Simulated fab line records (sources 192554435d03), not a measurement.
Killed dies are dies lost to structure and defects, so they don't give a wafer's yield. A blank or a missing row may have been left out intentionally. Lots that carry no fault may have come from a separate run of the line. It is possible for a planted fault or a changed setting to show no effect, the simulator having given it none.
The tool behind it: which one? :: flow n5-finfet :: 9 lots, 26 wafers sampled, at 3 steps of a route of 1938

## WHAT THE GAUGES SHOWED, per wafer
N5_ILD0_INSPECT_06: inspects for defects (darkfield).
lot: L205
measured: day 4 04:43
on: defect-inspect-01
raw-defect-count: 42 43 28

lot: L207
measured: day 4 19:58
on: defect-inspect-01
raw-defect-count: 21 11 22

lot: L208
measured: day 4 22:17
on: defect-inspect-02
raw-defect-count: 26 45 37

lot: L209
measured: day 5 06:04
on: defect-inspect-01
raw-defect-count: 41 42 31

lot: L210
measured: day 5 09:22
on: defect-inspect-02
raw-defect-count: 48 26 43

lot: L215
measured: day 7 03:00
on: defect-inspect-02
raw-defect-count: 44 91

lot: L221
measured: day 8 06:48
on: defect-inspect-02
raw-defect-count: 820 63 69

lot: L223
measured: day 8 17:26
on: defect-inspect-01
raw-defect-count: 53 40 22

lot: L224
measured: day 9 00:33
on: defect-inspect-01
raw-defect-count: 13 28 26

## TOOL THAT RAN EACH LOT (tool first, then ch and the chambers of the sampled wafers, then the start)
lot: L205
N5_ILD0_ALD_15: ald-sin-04 ch 1,2, day 4 02:11
N5_ILD0_CMP_12: cmp-04 ch 0,1,2, day 4 04:28

lot: L207
N5_ILD0_ALD_15: ald-sin-04 ch 2,3, day 4 17:27
N5_ILD0_CMP_12: cmp-04 ch 0,1, day 4 19:39

lot: L208
N5_ILD0_ALD_15: ald-sin-04 ch 0,1, day 4 19:45
N5_ILD0_CMP_12: cmp-03 ch 0,1, day 4 21:57

lot: L209
N5_ILD0_ALD_15: ald-sin-04 ch 0,1,2, day 5 03:32
N5_ILD0_CMP_12: cmp-01 ch 0,2, day 5 05:44

lot: L210
N5_ILD0_ALD_15: ald-sin-04 ch 0,1, day 5 06:50
N5_ILD0_CMP_12: cmp-04 ch 1,2, day 5 09:05

lot: L215
N5_ILD0_ALD_15: ald-sin-02 ch 0,1, day 7 00:29
N5_ILD0_CMP_12: cmp-03 ch 1,2, day 7 02:43

lot: L221
N5_ILD0_ALD_15: ald-sin-02 ch 0,1,2, day 8 04:17
N5_ILD0_CMP_12: cmp-03 ch 1,2,3, day 8 06:35

lot: L223
N5_ILD0_ALD_15: ald-sin-04 ch 2,3, day 8 14:53
N5_ILD0_CMP_12: cmp-01 ch 0,2,3, day 8 17:11

lot: L224
N5_ILD0_ALD_15: ald-sin-04 ch 0,1,3, day 8 22:01
N5_ILD0_CMP_12: cmp-01 ch 0,1,3, day 9 00:14
- N5_ILD0_ALD_15: deposits SiNx, target thk 24 nm, pulse time 1 s, ald cycles 480.
- N5_ILD0_CMP_12: polishes SiNx, stops on poly-Si, t overpolish 6 s, target thk 17.67 nm.

## THE ANSWER, worked out from the rows above alone
Rule: usual is defined by the lots themselves. Put in order of their means at a reading, lots are off if they are a third of the lots or fewer, leave a main group of 4 or more, and stand apart from it by a gap of 3 or more times the standard deviation of the main group's means; of several such gaps the widest counts. If all means in a main group match to the digits the tables above print for the reading, that group is not used. Also off: a lot with no number at a reading for which 4 or more lots have one. Where the step has rows for the other lots, those lots are counted as sound.
Off at N5_ILD0_INSPECT_06 (raw-defect-count): L221. The main group has a mean of 37 with a standard deviation of 14.
If a tool, at a process step before that reading, ran all the lots that are off and no sound lot after the first of them, it fits. Those tools and the gauges at N5_ILD0_INSPECT_06 are tried in the same way. Can't be told from this: 3 tools fit, ald-sin-02 at N5_ILD0_ALD_15, cmp-03 at N5_ILD0_CMP_12, defect-inspect-02 at N5_ILD0_INSPECT_06.

## WHAT WAS PUT IN BY THE SIMULATOR
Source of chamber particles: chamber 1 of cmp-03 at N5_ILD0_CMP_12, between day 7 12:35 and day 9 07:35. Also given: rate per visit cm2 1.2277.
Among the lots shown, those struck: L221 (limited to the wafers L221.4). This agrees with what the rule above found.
